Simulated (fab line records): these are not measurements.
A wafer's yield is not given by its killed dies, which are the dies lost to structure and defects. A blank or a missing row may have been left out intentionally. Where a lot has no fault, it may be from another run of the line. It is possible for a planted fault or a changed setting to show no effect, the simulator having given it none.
fab line records	flow n5_finfet	part 1 of 2: steps 1 to 33 of 34
record lots=5	wafers=15	last_day=17
route steps=1938 shown WELL_APT@37 PMOS_HMC_CHANNEL_EPI@57 BEOL_M4@1111 PASSIVATION@1936
lots that met no fault: from a run of the same line without faults
start_h: start of the lot's first displayed wafer, in hours after the record's first day	wait_h: time in hours since the lot's previous step	" identical to the entry in the row above	L1.1+2: several wafers, shown together as one row	- no value present, or no start provided	* or withheld: withheld	< > ~ a bound
route shown NAME@n: NAME is a module with steps in the file, n the number in the route of the first one	usual: mean and standard deviation over wafers with no fault	same: alike in all rows	chamber/n: place in a boat	sites: readings site by site	_std_site: how widely they spread, as a standard deviation	_edge_site: inner sites' mean taken away from outer sites' mean	radius_mm: how far each site lies from the wafer's centre	mask NAME#n: copy n	behind: the tool/chamber that last shaped the wafer	hold: the reason the lot was held/the length of the hold in hours/how it ended	device: which transistor (n, p or np) failed to switch	end of line: the tests these same wafers got at the end of their route	for a step that has no rows: nothing shown but its recipe	killed: the dies lost at the first sort to structure and to defects; this is not the yield of the wafer	map: dies across one wafer; x = killed, . = not, _ = none there
set.NAME: the setting as run; set.NAME@STEP: as run at that earlier step	model.NAME: the simulator's own value behind a step, which no gauge read
a table for each step, a row for each wafer; lots at some steps of the route
services: a tool's chamber out of use, with start hour (start_h, from the record's first day; less than 0 if before it), hours out, and reason
## steps
# step N5_WELL_APT_EBR_21
# recipe solvent=PGMEA	ebr_width_mm=1.5
# step N5_WELL_APT_SOFTBAKE_20
# recipe temp_c=130	time_s=60
# step N5_WELL_APT_EXPOSE_22
# recipe mask_id=PWELL	na=0.8	source_shape=conventional	sigma_outer=0.8	polarization=unpolarized	defocus_nm=0	target_cd_nm=200	dose_mj=23.2
# step N5_WELL_APT_PEB_23
# recipe peb_temp_c=130	peb_time_s=90
# step N5_WELL_APT_DEVELOP_24
# recipe develop_time_s=45	rinse_liquid=surfactant_rinse	dry=air_spin	dev_temp_c=21
# step N5_WELL_APT_HARDBAKE_29
# recipe temp_c=130	time_s=120
# step N5_WELL_APT_CD_MEAS_25
# recipe target_cd_nm=200	landing_energy_ev=500	detector=se_inlens
# usual cd_nm=199.7/1.4
# same landing_energy_ev=500
lot.wafer	tool	chamber	start_h	wait_h	cd_nm
L300.1	cd_sem-02	0	38.91	-	200.7
L300.3	"	0	"	"	199.6
L300.4	"	0	"	"	199.3
L304.1	cd_sem-03	0	62.94	-	199.9
L304.5	"	0	"	"	200.7
L304.6	"	0	"	"	199.1
L313.1	cd_sem-03	0	117.15	-	199.6
L313.3	"	0	"	"	200.4
L313.4	"	0	"	"	201.2
L314.3	cd_sem-02	0	122.87	-	201.3
L314.5	"	0	"	"	201.4
L314.6	"	0	"	"	199.1
L318.1	cd_sem-02	0	147.05	-	199.5
L318.3	"	0	"	"	200.1
L318.5	"	0	"	"	197.5
# step N5_WELL_APT_OVL_MEAS_26
# recipe points_per_wafer=44
# usual PWELL_OVL=-3/5
lot.wafer	tool	chamber	start_h	wait_h	PWELL_OVL[nm]
L300.1	overlay-01	0	38.94	0.0	-2
L300.3	"	0	"	"	4
L300.4	"	0	"	"	2
L304.1	overlay-02	0	62.97	0.0	0
L304.5	"	0	"	"	7
L304.6	"	0	"	"	4
L313.1	overlay-01	0	117.18	0.0	-11
L313.3	"	0	"	"	-7
L313.4	"	0	"	"	-4
L314.3	overlay-02	0	122.89	0.0	-1
L314.5	"	0	"	"	-6
L314.6	"	0	"	"	-8
L318.1	overlay-02	0	147.08	0.0	-14
L318.3	"	0	"	"	-14
L318.5	"	0	"	"	-6
# step N5_WELL_APT_INSPECT_27
# recipe mode=adi	inspect_instrument=macro
# usual raw_defect_count=2.0/1.4
lot.wafer	tool	chamber	start_h	wait_h	raw_defect_count
L300.1	defect_inspect-01	-	38.97	0.0	3
L300.3	"	-	"	"	4
L300.4	"	-	"	"	1
L304.1	defect_inspect-01	-	62.99	0.0	1
L304.5	"	-	"	"	1
L304.6	"	-	"	"	1
L313.1	defect_inspect-02	-	117.20	0.0	1
L313.3	"	-	"	"	3
L313.4	"	-	"	"	1
L314.3	defect_inspect-01	-	122.92	0.0	4
L314.5	"	-	"	"	1
L314.6	"	-	"	"	2
L318.1	defect_inspect-01	-	147.11	0.0	1
L318.3	"	-	"	"	4
L318.5	"	-	"	"	4
# step N5_WELL_APT_DESCUM_30
# recipe chemistry=O2	time_s=7.9	source_power_w=50	bias_power_w=20	pressure_mtorr=20	rf_frequency_hz=2.712e+07	temp_c=40	o2_flow_sccm=225
# usual drypump_motor_current_A=5.8/0.34	oes_product_au=0.75/0.079	rf_vpp_V=243.3/1.5	showerhead_plenum_p_Torr=2.10/0.075	throttle_valve_pct=20.57/0.17
lot.wafer	tool	chamber	start_h	wait_h	drypump_motor_current_A	oes_product_au	rf_hours_counter_h	rf_vpp_V	showerhead_plenum_p_Torr	throttle_valve_pct
L300.1	rie_diel-02	2	39.00	0.0	5.7	0.81	83	241.2	2.03	20.61
L300.3	"	1	"	"	5.6	0.71	213	242.6	2.07	20.47
L300.4	"	3	"	"	6.6	0.84	44	244.4	2.22	20.17
L304.1	rie_diel-05	2	63.03	0.0	6.0	0.72	189	245.5	2.16	20.72
L304.5	"	0	"	"	5.8	0.92	-	244.8	2.23	20.73
L304.6	"	1	"	"	5.5	0.69	-	242.6	2.06	20.46
L313.1	rie_diel-02	0	117.40	0.2	6.1	0.70	241	243.0	2.05	20.47
L313.3	"	1	"	"	5.6	0.71	237	244.4	2.06	20.52
L313.4	"	2	"	"	5.7	0.78	109	242.6	2.02	20.64
L314.3	rie_diel-06	0	122.95	0.0	5.7	0.70	236	240.6	1.97	20.63
L314.5	"	3	"	"	5.6	0.68	-	243.0	2.06	20.66
L314.6	"	0	"	"	5.7	0.70	-	242.7	1.97	20.64
L318.1	rie_diel-02	1	147.17	0.1	5.6	0.70	249	241.7	2.06	20.52
L318.3	"	3	"	"	6.6	0.80	81	244.6	2.21	20.23
L318.5	"	1	"	"	5.6	0.70	-	243.3	2.06	20.53
# step N5_WELL_APT_IMPLANT_31
# recipe species=B	energy_kev=60	dose_cm2=1.5e+13	tilt_deg=0	rotation_deg=0
# step N5_WELL_APT_IMPLANT_32
# recipe species=BF2	energy_kev=50	dose_cm2=2e+13	tilt_deg=0	rotation_deg=0
# step N5_WELL_APT_STRIP_33
# recipe chemistry=SPM	time_s=900	temp_c=130	h2so4_h2o2_vol_ratio=4	dry=ipa_marangoni
# usual bath_guard_temp_C=130.0/0.41	bath_heat_duty_pct=15.2/1.6
lot.wafer	tool	chamber	start_h	wait_h	bath_guard_temp_C	bath_heat_duty_pct
L300.1	wet_bench-04	1	39.49	0.2	129.5	15.8
L300.3	"	0	"	"	130.5	15.4
L300.4	"	7	"	"	129.5	16.3
L304.1	wet_bench-05	3	63.51	0.2	130.3	14.2
L304.5	"	5	"	"	130.4	16.0
L304.6	"	1	"	"	129.7	16.5
L313.1	wet_bench-05	4	117.89	0.2	130.4	14.3
L313.3	"	5	"	"	129.5	15.3
L313.4	"	3	"	"	130.5	15.0
L314.3	wet_bench-02	1	123.44	0.1	129.5	13.8
L314.5	"	6	"	"	129.9	14.7
L314.6	"	7	"	"	129.7	15.5
L318.1	wet_bench-04	7	147.65	0.2	129.2	16.2
L318.3	"	0	"	"	130.6	14.0
L318.5	"	6	"	"	130.2	18.1
# step N5_WELL_APT_RTA_34
# recipe temp_c=1000	time_s=10	ambient=N2	idle_temp_c=600	ramp_up_c_per_s=150	ramp_down_c_per_s=60	cool_to_c=600
# usual anneal_temp_c_max=1004.0/1.1	lamp_power_pct=13.00/0.054	wafer_temp_C_max=1003.7/1.1
lot.wafer	tool	chamber	start_h	wait_h	anneal_temp_c_max	lamp_power_pct	wafer_temp_C_max
L300.1	rtp_anneal-01	0	39.76	0.0	1005.4	12.93	1003.9
L300.3	"	0	"	"	1005.8	12.98	1003.2
L300.4	"	0	"	"	1006.2	12.92	1003.1
L304.1	rtp_anneal-02	0	63.79	0.0	1002.9	12.98	1002.0
L304.5	"	0	"	"	1003.1	12.97	1002.3
L304.6	"	0	"	"	1004.3	13.01	1002.9
L313.1	rtp_anneal-02	0	118.16	0.0	1003.8	13.00	1002.9
L313.3	"	0	"	"	1002.5	12.98	1005.6
L313.4	"	0	"	"	1004.2	12.91	1004.3
L314.3	rtp_anneal-02	0	123.75	0.1	1004.0	13.03	1002.1
L314.5	"	0	"	"	1003.3	13.01	1003.7
L314.6	"	0	"	"	1003.8	12.92	1003.0
L318.1	rtp_anneal-02	0	147.95	0.0	1003.3	13.09	1006.2
L318.3	"	0	"	"	1004.1	13.04	1004.7
L318.5	"	0	"	"	1003.8	12.98	1002.6
# step N5_WELL_APT_OXIDE_STRIP_42
# recipe chemistry=dHF	dilution=25:1	time_s=45	temp_c=25	target=SiO2	target_depth_a=120
# step N5_WELL_APT_PRECLEAN_36
# recipe chemistry=O3/DIW	time_s=45	temp_c=22	o3_ppm=10
# step N5_WELL_APT_PRECLEAN_39
# recipe chemistry=dHF	time_s=60	dilution=150:1	temp_c=25
# step N5_WELL_APT_SRD_37
# recipe dry=ipa_marangoni	do_ppb=5	time_s=30	temp_c=23	rinse_liquid=diw
# step N5_WELL_APT_EPI_41
# recipe material=Si	target_thk_a=500	temp_c=650	precursor=SiH4/H2	pressure_torr=20	time_s=297.7
# usual susceptor_temp_C=649.97/0.28	throttle_valve_pct=11.19/0.22
lot.wafer	tool	chamber	start_h	wait_h	susceptor_temp_C	throttle_valve_pct
L300.1	epi_rpcvd-04	0	40.01	0.0	649.65	11.14
L300.3	"	0	"	"	649.69	10.87
L300.4	"	0	"	"	649.88	11.04
L304.1	epi_rpcvd-03	0	64.03	0.0	649.64	11.40
L304.5	"	0	"	"	649.80	11.50
L304.6	"	0	"	"	650.09	11.33
L313.1	epi_rpcvd-04	0	118.41	0.0	650.11	11.13
L313.3	"	0	"	"	650.24	11.18
L313.4	"	0	"	"	650.16	10.96
L314.3	epi_rpcvd-04	0	124.15	0.2	649.94	11.21
L314.5	"	0	"	"	650.22	11.01
L314.6	"	0	"	"	650.05	11.23
L318.1	epi_rpcvd-03	0	148.19	0.0	649.89	11.43
L318.3	"	0	"	"	650.10	11.27
L318.5	"	0	"	"	649.86	11.45
# step N5_WELL_APT_INSPECT_38
# recipe inspect_instrument=darkfield	mode=post_epi
# usual raw_defect_count=12/4.4
lot.wafer	tool	chamber	start_h	wait_h	raw_defect_count
L300.1	defect_inspect-01	-	40.65	0.5	9
L300.3	"	-	"	"	527
L300.4	"	-	"	"	6
L304.1	defect_inspect-01	-	64.67	0.5	19
L304.5	"	-	"	"	9
L304.6	"	-	"	"	6
L313.1	defect_inspect-01	-	119.06	0.6	9
L313.3	"	-	"	"	13
L313.4	"	-	"	"	13
L314.3	defect_inspect-01	-	124.61	0.4	16
L314.5	"	-	"	"	12
L314.6	"	-	"	"	18
L318.1	defect_inspect-02	-	148.84	0.6	12
L318.3	"	-	"	"	5
L318.5	"	-	"	"	5
# step N5_PMOS_HMC_CHANNEL_EPI_HM_DEP_34
# recipe material=SiO2	target_thk_a=360	temp_c=400	precursor=TEOS/O2	pressure_torr=6.5	rf_w=900	teos_flow_sccm=161.4	gas=O2	flow_sccm=2650	time_s=6.9
# usual heater_power_w=559/110	showerhead_plenum_p_Torr=8.35/0.03	susceptor_temp_C=400.03/0.23	throttle_valve_pct=18.3/0.76
lot.wafer	tool	chamber	start_h	wait_h	heater_power_w	showerhead_plenum_p_Torr	since_wet_clean_h	susceptor_temp_C	throttle_valve_pct
L300.1	pecvd-01	0	40.68	0.0	664	8.34	926	400.30	18.5
L300.3	"	2	"	"	521	8.31	172	400.33	17.3
L300.4	"	1	"	"	608	8.38	-	400.11	19.1
L304.1	pecvd-03	1	64.71	0.0	444	8.39	1312	400.06	18.4
L304.5	"	2	"	"	555	8.41	-	399.54	18.0
L304.6	"	0	"	"	485	8.37	-	400.02	18.6
L313.1	pecvd-01	0	119.10	0.0	727	8.34	1004	399.90	18.7
L313.3	"	1	"	"	542	8.38	1729	400.23	19.3
L313.4	"	1	"	"	543	8.36	-	400.07	19.2
L314.3	pecvd-04	1	124.66	0.0	632	8.30	-	400.01	19.2
L314.5	"	2	"	"	461	8.33	-	400.11	17.5
L314.6	"	1	"	"	622	8.30	-	400.36	19.4
L318.1	pecvd-04	2	148.88	0.0	546	8.33	461	400.46	17.7
L318.3	"	2	"	"	549	8.34	-	400.13	17.5
L318.5	"	2	"	"	542	8.36	-	399.90	17.4
# step N5_PMOS_HMC_CHANNEL_EPI_COAT_31
# recipe resist=BARC	temp_c=205	time_s=60	spin_rpm=1500	resist_thk_nm=66
# step N5_PMOS_HMC_CHANNEL_EPI_COAT_03
# recipe resist=CAR-ArF-block	spin_rpm=1500	resist_thk_nm=205
# step N5_PMOS_HMC_CHANNEL_EPI_EBR_05
# recipe solvent=PGMEA	ebr_width_mm=1.5
# step N5_PMOS_HMC_CHANNEL_EPI_SOFTBAKE_04
# recipe temp_c=110	time_s=60	resist=CAR-ArF-block
# step N5_PMOS_HMC_CHANNEL_EPI_EXPOSE_06
# recipe mask_id=PMOS_HMC_BLK	na=1.35	source_shape=conventional	sigma_outer=0.8	polarization=unpolarized	target_cd_nm=240	dose_mj=41
# step N5_PMOS_HMC_CHANNEL_EPI_PEB_07
# recipe peb_temp_c=110	peb_time_s=60	resist=CAR-ArF-block
# step N5_PMOS_HMC_CHANNEL_EPI_DEVELOP_08
# recipe develop_time_s=30	developer=TMAH	resist=CAR-ArF-block	dev_temp_c=23	rinse_liquid=diw	dry=air_spin
# step N5_PMOS_HMC_CHANNEL_EPI_CD_MEAS_09
# recipe target_cd_nm=237.4	landing_energy_ev=500	detector=se_inlens
# usual cd_nm=237.3/0.88
# same landing_energy_ev=500
lot.wafer	tool	chamber	start_h	wait_h	cd_nm
L300.1	cd_sem-01	0	41.09	-	238.0
L300.3	"	0	"	"	238.4
L300.4	"	0	"	"	238.1
L304.1	cd_sem-02	0	65.11	-	237.1
L304.5	"	0	"	"	236.9
L304.6	"	0	"	"	237.9
L313.1	cd_sem-03	0	119.38	-	236.6
L313.3	"	0	"	"	236.4
L313.4	"	0	"	"	237.0
L314.3	cd_sem-02	0	125.06	-	237.3
L314.5	"	0	"	"	237.5
L314.6	"	0	"	"	237.0
L318.1	cd_sem-03	0	149.30	-	238.1
L318.3	"	0	"	"	237.2
L318.5	"	0	"	"	239.1
# step N5_PMOS_HMC_CHANNEL_EPI_OVL_MEAS_10
# recipe points_per_wafer=44
# usual PMOS_HMC_BLK_OVL=0.2/0.74
lot.wafer	tool	chamber	start_h	wait_h	PMOS_HMC_BLK_OVL[nm]
L300.1	overlay-01	0	41.12	0.0	0.6
L300.3	"	0	"	"	0.6
L300.4	"	0	"	"	-0.6
L304.1	overlay-01	0	65.14	0.0	-0.1
L304.5	"	0	"	"	0.3
L304.6	"	0	"	"	1.1
L313.1	overlay-02	0	119.41	0.0	-0.1
L313.3	"	0	"	"	0.0
L313.4	"	0	"	"	0.0
L314.3	overlay-02	0	125.09	0.0	-0.2
L314.5	"	0	"	"	-0.5
L314.6	"	0	"	"	1.4
L318.1	overlay-01	0	149.33	0.0	0.8
L318.3	"	0	"	"	0.1
L318.5	"	0	"	"	1.4
# step N5_PMOS_HMC_CHANNEL_EPI_INSPECT_11
# recipe mode=adi	inspect_instrument=macro
# usual raw_defect_count=2.2/1.4
lot.wafer	tool	chamber	start_h	wait_h	raw_defect_count
L300.1	defect_inspect-02	-	41.14	0.0	0
L300.3	"	-	"	"	>300
L300.4	"	-	"	"	3
L304.1	defect_inspect-01	-	65.16	0.0	2
L304.5	"	-	"	"	2
L304.6	"	-	"	"	6
L313.1	defect_inspect-01	-	119.43	0.0	3
L313.3	"	-	"	"	2
L313.4	"	-	"	"	2
L314.3	defect_inspect-02	-	125.11	0.0	4
L314.5	"	-	"	"	4
L314.6	"	-	"	"	1
L318.1	defect_inspect-02	-	149.35	0.0	1
L318.3	"	-	"	"	1
L318.5	"	-	"	"	4
# step N5_PMOS_HMC_CHANNEL_EPI_DESCUM_14
# recipe chemistry=O2	time_s=7.9	source_power_w=50	bias_power_w=20	pressure_mtorr=20	rf_frequency_hz=2.712e+07	temp_c=40	resist=CAR-ArF-block	o2_flow_sccm=225
# usual drypump_motor_current_A=5.6/0.34	oes_product_au=0.80/0.068	rf_vpp_V=242.1/1.5	showerhead_plenum_p_Torr=2.03/0.081	throttle_valve_pct=20.30/0.18
lot.wafer	tool	chamber	start_h	wait_h	drypump_motor_current_A	oes_product_au	rf_hours_counter_h	rf_vpp_V	showerhead_plenum_p_Torr	throttle_valve_pct
L300.1	rie_diel-01	1	41.17	0.0	6.0	0.77	131	245.5	2.20	20.20
L300.3	"	2	"	"	5.7	0.84	78	244.5	2.12	20.03
L300.4	"	3	"	"	5.5	0.80	103	241.3	1.94	20.45
L304.1	rie_diel-04	0	65.20	0.0	5.2	0.71	202	244.6	2.08	20.36
L304.5	"	1	"	"	5.1	0.74	-	242.3	2.00	20.70
L304.6	"	2	"	"	5.8	0.78	-	239.7	1.94	20.23
L313.1	rie_diel-03	3	119.47	0.0	5.3	0.72	184	239.5	1.98	20.41
L313.3	"	1	"	"	6.1	0.92	24	241.6	2.06	20.27
L313.4	"	0	"	"	5.4	0.78	120	240.7	1.94	20.47
L314.3	rie_diel-03	1	125.15	0.0	6.1	0.92	25	244.3	2.06	20.28
L314.5	"	2	"	"	5.4	0.79	-	240.7	1.94	20.25
L314.6	"	1	"	"	6.1	0.91	-	243.2	2.06	20.26
L318.1	rie_diel-03	3	149.38	0.0	5.3	0.72	193	241.3	1.98	20.42
L318.3	"	2	"	"	5.4	0.78	125	238.4	1.94	20.24
L318.5	"	1	"	"	6.1	0.90	-	243.5	2.06	20.27
# step N5_BEOL_M4_RC_MEAS_101
# usual DIBL_N=36.1/1.3	DIBL_P=36.3/1.4	IOFF_N=0.162/0.024	IOFF_P=0.22/0.033	ION_N=674/9.9	ION_P=464/7.6	SS_N=71.6/0.53	SS_P=73.4/0.55	VT_N=249.4/2.9	VT_P=-249/3.3
lot.wafer	tool	chamber	start_h	wait_h	DIBL_N[mV/V]	DIBL_P[mV/V]	IOFF_N[nA/um]	IOFF_P[nA/um]	ION_N[uA/um]	ION_P[uA/um]	SS_N[mV/dec]	SS_P[mV/dec]	VT_N[mV]	VT_P[mV]
L300.1	prober-01	0	186.88	0.0	36.8	37.1	0.203	0.28	701	483	71.8	74.1	243.3	-244
L300.3	"	0	"	"	36.5	36.3	0.188	0.26	679	471	72.1	74.2	246.4	-243
L300.4	"	0	"	"	35.4	35.4	0.171	0.24	683	473	71.4	73.4	246.6	-248
L304.1	prober-01	0	217.99	1.0	36.2	35.5	0.165	0.22	682	469	71.8	73.3	248.7	-251
L304.5	"	0	"	"	35.1	34.5	0.146	0.22	672	464	70.5	73.6	247.9	-251
L304.6	"	0	"	"	34.0	31.8	0.119	0.17	653	458	70.7	73.1	251.6	-254
L313.1	prober-02	0	263.69	0.0	34.7	35.7	0.148	0.20	669	463	71.8	73.2	247.8	-251
L313.3	"	0	"	"	35.3	36.0	0.148	0.22	654	453	72.0	73.9	250.3	-248
L313.4	"	0	"	"	35.8	37.2	0.163	0.23	681	463	71.5	74.0	250.4	-252
L314.3	prober-02	0	281.79	0.3	37.0	37.6	0.167	0.22	667	462	71.9	73.6	249.2	-249
L314.5	"	0	"	"	36.7	36.2	0.147	0.19	665	454	71.2	72.9	253.2	-252
L314.6	"	0	"	"	38.6	40.3	0.204	0.27	690	468	71.8	73.6	247.7	-248
L318.1	prober-01	0	294.06	0.0	34.5	36.8	0.139	0.20	674	463	71.7	72.4	254.1	-250
L318.3	"	0	"	"	33.8	36.0	0.131	0.19	672	463	70.7	73.4	253.7	-250
L318.5	"	0	"	"	32.2	34.3	0.111	0.16	664	457	70.4	73.0	257.3	-253
## key
first_sign step=N5_WELL_APT_INSPECT_38	reading=raw_defect_count	direction=up	sigmas=99+	usual=12	struck=527
effect step=N5_PMOS_HMC_CHANNEL_EPI_INSPECT_11	reading=raw_defect_count	direction=up	sigmas=99+	usual=2.2	struck=>300
effect step=N5_PASSIVATION_PROBE_49	reading=killed_at_front_end	direction=up	sigmas=9	usual=40	struck=150
more_kills_born_at N5_WELL_APT_STRIP_33@wet_bench-04=118
met_at N5_WELL_APT_STRIP_33
struck_wafers L300.3
fault kind=chamber_particle_source	tool=wet_bench-04	chamber=0	onset_h=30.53	steps=N5_WELL_APT_STRIP_33	rate_per_visit_cm2=0.82575	end_h=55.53
